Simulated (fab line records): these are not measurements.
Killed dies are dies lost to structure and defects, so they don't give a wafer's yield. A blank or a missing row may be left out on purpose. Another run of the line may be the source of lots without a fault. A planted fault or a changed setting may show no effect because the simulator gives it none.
fab line records -- flow nandHarc
record lots=5, wafers=15, lastDay=34
route steps=1302 shown P_CONTACT@228
lots untouched by any fault: they come from a run of this same line in which no faults occurred
startH: hours from the record's opening day to when the first of the lot's shown wafers began -- waitH: time in hours since the lot's previous step -- " same as the row above -- L1.1+2: a row that stands for several wafers -- - no value present, or no start provided -- * or withheld: withheld -- < > ~ a bound
route shown NAME@n: NAME is a module with steps in the file, n the number in the route of the first one -- usual: mean and standard deviation over wafers with no fault -- same: alike in all rows -- chamber/n: place in a boat -- sites: each site's reading -- _std_site: standard deviation of those values -- _edge_site: outer sites' mean less inner sites' -- radiusMm: how far each site lies from the wafer's centre -- mask NAME#n: copy n -- behind: the tool/chamber that last shaped the wafer -- hold: why the lot went on hold/how many hours it stayed there/how the hold came to an end -- device: names the non-switching transistor (n, p or np) -- end of line: the same wafers' tests at the end of the route -- a step without rows: its recipe alone -- killed: dies that structure and defects cost at the first sort, which is not the same as the wafer's yield -- map: shows each die of a wafer: x if killed, . if not, _ if none is there
set.NAME: the run value of the setting; set.NAME@STEP: its run value at that earlier step -- model.NAME: the simulator's own value behind a step, which no gauge read
certain route steps with their lots: each step a table, each wafer a row
services: from which hour (startH, from the record's first day; less than 0 if before it) a tool's chamber was out of use, for how many hours, and why
## steps
# step NHARC_P_CONTACT_EBR_08
# step NHARC_P_CONTACT_EXPOSE_09
# recipe na=1.35, targetCdNm=90, doseMj=81.26, maskId=P_CA
# step NHARC_P_CONTACT_PEB_10
# recipe pebTempC=100, pebTimeS=65
# step NHARC_P_CONTACT_DEVELOP_11
# recipe developTimeS=35, devTempC=23
# step NHARC_P_CONTACT_CD_MEAS_12
# recipe targetCdNm=90, landingEnergyEv=500
# usual cdNm=90.3/0.64
lot.wafer,tool,chamber,startH,waitH,cdNm
L215.1,cdSem-01,0,147.42,-,89.5
L215.4,cdSem-01,0,147.42,-,91.3
L215.6,cdSem-01,0,147.42,-,90.7
L226.1,cdSem-02,0,265.73,-,90.8
L226.2,cdSem-02,0,265.73,-,89.7
L226.3,cdSem-02,0,265.73,-,90.4
L229.3,cdSem-03,0,283.89,-,91.5
L229.4,cdSem-03,0,283.89,-,90.2
L229.6,cdSem-03,0,283.89,-,90.7
L230.2,cdSem-02,0,297.01,-,91.1
L230.5,cdSem-02,0,297.01,-,89.9
L230.6,cdSem-02,0,297.01,-,90.9
L235.2,cdSem-02,0,350.01,-,89.7
L235.4,cdSem-02,0,350.01,-,90.1
L235.6,cdSem-02,0,350.01,-,89.5
# step NHARC_P_CONTACT_OVL_MEAS_13
# usual overlayXNm=0.0/0.81, overlayYNm=0.1/0.92
lot.wafer,tool,chamber,startH,waitH,overlayXNm,overlayYNm
L215.1,overlay-01,-,147.51,-,0.5,0.6
L215.4,overlay-01,-,147.51,-,0.4,0.8
L215.6,overlay-01,-,147.51,-,0.4,0.1
L226.1,overlay-02,-,265.81,-,-0.5,0.6
L226.2,overlay-02,-,265.81,-,-0.4,1.2
L226.3,overlay-02,-,265.81,-,-0.3,0.8
L229.3,overlay-02,-,283.99,-,-0.3,0.8
L229.4,overlay-02,-,283.99,-,-0.4,0.7
L229.6,overlay-02,-,283.99,-,-0.2,1.0
L230.2,overlay-01,-,297.10,-,0.0,-1.5
L230.5,overlay-01,-,297.10,-,-0.4,-0.9
L230.6,overlay-01,-,297.10,-,-0.1,-0.7
L235.2,overlay-01,-,350.10,-,-0.8,0.1
L235.4,overlay-01,-,350.10,-,-0.4,0.4
L235.6,overlay-01,-,350.10,-,-1.3,0.5
# step NHARC_P_CONTACT_INSPECT_14
# usual rawDefectCount=4.4/2.4
lot.wafer,tool,chamber,startH,waitH,rawDefectCount
L215.1,defectInspect-01,-,147.54,0.0,5
L215.4,defectInspect-01,-,147.54,0.0,4
L215.6,defectInspect-01,-,147.54,0.0,8
L226.1,defectInspect-02,-,265.85,0.0,5
L226.2,defectInspect-02,-,265.85,0.0,2
L226.3,defectInspect-02,-,265.85,0.0,4
L229.3,defectInspect-01,-,284.03,0.0,1
L229.4,defectInspect-01,-,284.03,0.0,5
L229.6,defectInspect-01,-,284.03,0.0,2
L230.2,defectInspect-01,-,297.14,0.0,3
L230.5,defectInspect-01,-,297.14,0.0,0
L230.6,defectInspect-01,-,297.14,0.0,2
L235.2,defectInspect-01,-,350.13,0.0,6
L235.4,defectInspect-01,-,350.13,0.0,4
L235.6,defectInspect-01,-,350.13,0.0,4
# step NHARC_P_CONTACT_DESCUM_17
# recipe timeS=3, o2FlowSccm=200, arFlowSccm=0, biasPowerW=0, chemistry=O2
# usual drypumpMotorCurrentA=5.6/0.36, oesProductAu=1.001/0.011, rfVppV=57.8/0.94, showerheadPlenumPTorr=1.93/0.076, throttleValvePct=11.312/0.0087
lot.wafer,tool,chamber,startH,waitH,drypumpMotorCurrentA,oesProductAu,rfHoursCounterH,rfVppV,showerheadPlenumPTorr,throttleValvePct
L215.4,rieDiel-13,3,147.64,0.1,6.0,0.997,4.3,58.4,1.95,11.310
L215.1,rieDiel-13,1,147.64,0.1,4.9,0.998,4.0,59.1,2.03,11.317
L215.6,rieDiel-13,2,147.64,0.1,5.9,0.996,-,57.8,1.80,11.311
L226.3,rieDiel-06,3,265.91,0.1,5.8,0.988,8.2,56.8,1.99,11.319
L226.1,rieDiel-06,0,265.91,0.1,5.2,1.014,6.8,57.5,2.02,11.302
L226.2,rieDiel-06,1,265.91,0.1,5.7,1.016,7.2,57.3,1.93,11.323
L229.4,rieDiel-13,2,284.10,0.1,5.9,0.992,2.5,56.7,1.80,11.313
L229.3,rieDiel-13,3,284.10,0.1,6.1,1.000,2.6,58.4,1.95,11.332
L229.6,rieDiel-13,1,284.10,0.1,4.9,0.997,-,59.0,2.03,11.320
L230.2,rieDiel-13,2,297.21,0.1,5.9,0.982,2.9,56.8,1.80,11.313
L230.6,rieDiel-13,1,297.21,0.1,4.9,1.004,-,59.2,2.03,11.303
L230.5,rieDiel-13,2,297.21,0.1,5.9,0.989,-,57.7,1.80,11.297
L235.2,rieDiel-06,1,350.20,0.1,5.7,0.992,0.7,58.3,1.93,11.312
L235.4,rieDiel-06,3,350.20,0.1,5.8,0.987,0.6,58.3,1.99,11.319
L235.6,rieDiel-06,0,350.20,0.1,5.2,0.991,-,56.7,2.01,11.302
# step NHARC_P_CONTACT_ETCH_35
# recipe targetDepthA=390, overEtchFrac=0.3, timeS=65, ionEnergyEv=80, cf4FlowSccm=150, arFlowSccm=0, rfW=300, biasW=100, chemistry=CF4
# usual cf4FlowSccm=150.1/0.44, drypumpMotorCurrentA=5.6/0.35, oesProductAu=1.002/0.011, overEtchFrac=0.3/0, rfVppV=151.3/1.2, showerheadPlenumPTorr=1.78/0.065, throttleValvePct=13.283/0.01
lot.wafer,tool,chamber,startH,waitH,cf4FlowSccm,drypumpMotorCurrentA,oesProductAu,overEtchFrac,rfHoursCounterH,rfVppV,showerheadPlenumPTorr,throttleValvePct
L215.4,rieDiel-13,2,147.71,0.1,149.6,5.9,0.999,0.3,4.2,149.5,1.67,13.274
L215.1,rieDiel-13,0,147.71,0.1,150.2,4.9,0.999,0.3,4.1,152.0,1.78,13.281
L215.6,rieDiel-13,3,147.71,0.1,149.7,6.0,1.003,0.3,-,151.9,1.80,13.276
L226.3,rieDiel-06,3,266.00,0.1,150.2,5.8,0.972,0.3,8.3,152.5,1.83,13.298
L226.2,rieDiel-06,0,266.00,0.1,150.5,5.2,1.002,0.3,6.8,151.1,1.86,13.272
L226.1,rieDiel-06,2,266.00,0.1,149.8,5.5,0.997,0.3,8.1,152.7,1.82,13.275
L229.4,rieDiel-13,0,284.17,0.1,150.6,4.9,1.011,0.3,2.4,149.6,1.77,13.273
L229.3,rieDiel-13,1,284.17,0.1,151.0,4.9,0.989,0.3,2.3,151.4,1.87,13.272
L229.6,rieDiel-13,0,284.17,0.1,149.6,4.9,1.009,0.3,-,151.6,1.77,13.274
L230.2,rieDiel-13,0,297.29,0.1,150.1,4.9,1.001,0.3,3.0,150.7,1.77,13.284
L230.6,rieDiel-13,3,297.29,0.1,150.1,6.0,0.994,0.3,-,152.0,1.80,13.289
L230.5,rieDiel-13,0,297.29,0.1,149.9,4.9,1.010,0.3,-,151.1,1.78,13.276
L235.2,rieDiel-06,3,350.28,0.1,150.4,5.8,0.990,0.3,0.6,151.2,1.83,13.279
L235.4,rieDiel-06,2,350.28,0.1,150.0,5.6,1.013,0.3,0.7,151.2,1.82,13.290
L235.6,rieDiel-06,3,350.28,0.1,149.5,5.8,0.991,0.3,-,152.5,1.83,13.287
# step NHARC_P_CONTACT_ETCH_36
# recipe targetDepthA=2600, overEtchFrac=0.25, timeS=406.25, ionEnergyEv=200, n2FlowSccm=150, h2FlowSccm=150, arFlowSccm=0, rfW=400, biasW=150, chemistry=N2/H2
# usual drypumpMotorCurrentA=5.6/0.35, oesProductAu=1.001/0.011, overEtchFrac=0.25/0, rfVppV=431.1/2.5, showerheadPlenumPTorr=2.06/0.083, throttleValvePct=14.171/0.0087
lot.wafer,tool,chamber,startH,waitH,drypumpMotorCurrentA,oesProductAu,overEtchFrac,rfHoursCounterH,rfVppV,showerheadPlenumPTorr,throttleValvePct
L215.4,rieDiel-13,1,-,-,4.9,1.008,0.25,4.1,435.1,2.17,14.160
L215.1,rieDiel-13,0,-,-,4.9,0.992,0.25,4.1,430.5,2.05,14.168
L215.6,rieDiel-13,2,-,-,5.8,0.999,0.25,-,427.1,1.91,14.174
L226.1,rieDiel-06,0,-,-,5.2,1.002,0.25,6.9,433.7,2.15,14.179
L226.2,rieDiel-06,1,-,-,5.6,1.010,0.25,7.3,431.6,2.06,14.171
L226.3,rieDiel-06,2,-,-,5.6,1.008,0.25,8.2,432.2,2.10,14.175
L229.4,rieDiel-13,2,-,-,5.9,0.996,0.25,2.6,427.9,1.91,14.181
L229.3,rieDiel-13,3,-,-,6.0,0.984,0.25,2.7,432.5,2.08,14.176
L229.6,rieDiel-13,1,-,-,4.9,0.995,0.25,-,433.3,2.17,14.164
L230.2,rieDiel-13,1,-,-,4.9,1.001,0.25,3.0,433.3,2.17,14.179
L230.6,rieDiel-13,2,-,-,5.9,0.999,0.25,-,427.6,1.91,14.159
L230.5,rieDiel-13,3,-,-,6.1,0.999,0.25,-,431.9,2.08,14.160
L235.2,rieDiel-06,2,-,-,5.5,1.017,0.25,0.8,433.1,2.10,14.181
L235.4,rieDiel-06,3,-,-,5.8,0.996,0.25,0.7,434.3,2.12,14.171
L235.6,rieDiel-06,3,-,-,5.8,0.985,0.25,-,431.9,2.12,14.161
# step NHARC_P_CONTACT_ETCH_18
# recipe targetDepthA=4810, timeS=240.5, c4f8FlowSccm=20, o2FlowSccm=10, arFlowSccm=withheld, rfW=600, biasW=1500, chemistry=C4F8/O2/Ar
# usual oesProductAu=0.955/0.02, rfVppV=979/5.1
lot.wafer,tool,chamber,startH,waitH,oesProductAu,rfHoursCounterH,rfVppV
L215.4,rieDiel-13,1,-,-,0.968,4.3,987
L215.1,rieDiel-13,0,-,-,0.953,4.2,980
L215.6,rieDiel-13,1,-,-,0.970,-,986
L226.3,rieDiel-06,3,-,-,0.948,8.6,983
L226.2,rieDiel-06,0,-,-,0.939,7.1,984
L226.1,rieDiel-06,1,-,-,0.991,7.4,980
L229.3,rieDiel-13,2,-,-,0.980,2.7,972
L229.4,rieDiel-13,3,-,-,0.970,2.8,982
L229.6,rieDiel-13,1,-,-,0.958,-,986
L230.2,rieDiel-13,1,-,-,0.924,3.1,986
L230.6,rieDiel-13,1,-,-,0.929,-,987
L230.5,rieDiel-13,2,-,-,0.916,-,969
L235.2,rieDiel-06,2,-,-,0.983,1.0,983
L235.4,rieDiel-06,0,-,-,0.935,0.9,984
L235.6,rieDiel-06,2,-,-,0.986,-,982
# step NHARC_P_CONTACT_STRIP_37
# recipe c4f8FlowSccm=withheld, o2FlowSccm=8, arFlowSccm=withheld, biasW=0, chemistry=C4F8/O2/Ar
# step NHARC_P_CONTACT_ETCH_31
# recipe targetDepthA=300, timeS=85.7, ionEnergyEv=120, overEtchFrac=1, ch3fFlowSccm=50, o2FlowSccm=30, arFlowSccm=200, rfW=500, biasW=100, chemistry=CH3F/O2
# usual drypumpMotorCurrentA=5.6/0.36, oesProductAu=0.974/0.017, overEtchFrac=1/0, rfVppV=244.7/1.5, showerheadPlenumPTorr=2.48/0.088, throttleValvePct=20.663/0.0097
lot.wafer,tool,chamber,startH,waitH,drypumpMotorCurrentA,oesProductAu,overEtchFrac,rfHoursCounterH,rfVppV,showerheadPlenumPTorr,throttleValvePct
L215.4,rieDiel-13,0,148.38,-,4.9,0.981,1,4.3,244.4,2.47,20.668
L215.1,rieDiel-13,1,148.38,-,4.9,0.992,1,4.4,246.2,2.61,20.657
L215.6,rieDiel-13,2,148.38,-,5.9,0.972,1,-,243.2,2.31,20.658
L226.1,rieDiel-06,2,266.66,-,5.5,0.980,1,8.3,244.9,2.53,20.672
L226.2,rieDiel-06,3,266.66,-,5.8,0.968,3.645,8.7,245.9,2.55,20.662
L226.3,rieDiel-06,0,266.66,-,5.2,0.968,1,7.2,245.7,2.58,20.666
L229.3,rieDiel-13,2,284.84,-,5.9,0.987,1,2.7,244.0,2.31,20.668
L229.4,rieDiel-13,3,284.84,-,6.1,0.977,1,2.8,246.8,2.51,20.675
L229.6,rieDiel-13,1,284.84,-,4.9,0.976,1,-,245.9,2.61,20.668
L230.2,rieDiel-13,3,297.94,-,6.1,0.946,1,3.3,246.3,2.51,20.667
L230.5,rieDiel-13,3,297.94,-,6.1,0.945,1,-,245.8,2.51,20.673
L230.6,rieDiel-13,0,297.94,-,4.9,0.944,1,-,244.7,2.47,20.665
L235.4,rieDiel-06,3,350.94,-,5.8,0.969,1,1.0,245.0,2.55,20.649
L235.2,rieDiel-06,2,350.94,-,5.6,0.993,1,1.1,245.9,2.53,20.655
L235.6,rieDiel-06,0,350.94,-,5.2,0.954,1,-,245.8,2.58,20.651
# step NHARC_P_CONTACT_CD_MEAS_19
# usual cdNm=90.3/1.9
lot.wafer,tool,chamber,startH,waitH,cdNm
L215.1,cdSem-01,-,148.50,-,89.4
L215.4,cdSem-01,-,148.50,-,95.1
L215.6,cdSem-01,-,148.50,-,90.9
L226.1,cdSem-03,-,266.78,-,92.2
L226.2,cdSem-03,-,266.78,-,92.2
L226.3,cdSem-03,-,266.78,-,88.7
L229.3,cdSem-02,-,284.96,-,88.5
L229.4,cdSem-02,-,284.96,-,92.1
L229.6,cdSem-02,-,284.96,-,90.6
L230.2,cdSem-02,-,298.07,-,88.6
L230.5,cdSem-02,-,298.07,-,85.2
L230.6,cdSem-02,-,298.07,-,89.6
L235.2,cdSem-01,-,351.07,-,88.2
L235.4,cdSem-01,-,351.07,-,90.9
L235.6,cdSem-01,-,351.07,-,91.0
## services
tool,chamber,startH,hours,kind
rieDiel-06,-,130.20,9.0,pm
rieDiel-13,0,144.04,-,clean
rieDiel-13,1,144.04,-,clean
rieDiel-13,2,144.04,-,clean
rieDiel-13,3,144.04,-,clean
rieDiel-13,-,165.00,9.0,pm
rieDiel-13,0,165.00,9.0,ventCycle
rieDiel-13,1,165.00,9.0,ventCycle
rieDiel-13,2,165.00,9.0,ventCycle
rieDiel-13,3,165.00,9.0,ventCycle
rieDiel-13,0,174.00,-,clean
rieDiel-13,1,174.00,-,clean
rieDiel-13,2,174.00,-,clean
rieDiel-13,3,174.00,-,clean
rieDiel-13,0,198.50,-,clean
rieDiel-13,1,198.50,-,clean
rieDiel-13,2,198.50,-,clean
rieDiel-13,3,198.50,-,clean
rieDiel-06,0,207.25,4.2,repair
rieDiel-13,0,223.00,-,clean
rieDiel-06,0,259.36,6.0,repair
rieDiel-06,-,307.33,9.0,pm
rieDiel-06,1,317.35,10.1,repair
rieDiel-13,-,342.00,9.0,pm
## key
firstSign step=NHARC_P_CONTACT_ETCH_31, reading=overEtchFrac, direction=up, sigmas=99+, usual=1, struck=3.645
effect none on later readings
metAt NHARC_P_CONTACT_ETCH_31
struckWafers L226.2
testerLeftOut L226
loopTrim step=NHARC_P_CONTACT_EXPOSE_09, setting=dose, lots=L226
fault kind=processParameterDrift, tool=rieDiel-06, chamber=3, onsetH=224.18, steps=NHARC_P_CONTACT_ETCH_31, channel=overEtchFrac, offset=2.645, shape=step, endH=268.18, actsIn=theseRecipesOnly, stated=1
# testerLeftOut: of these lots the tester's yield and bins aren't shown, on N5 and GAA mostly nor the transistor test; their killed dies are dies lost to structure and defects alone, not to doping, threshold or leakage, so they don't give the yield
# loopTrim: a control loop set the setting to another value than it would have without faults
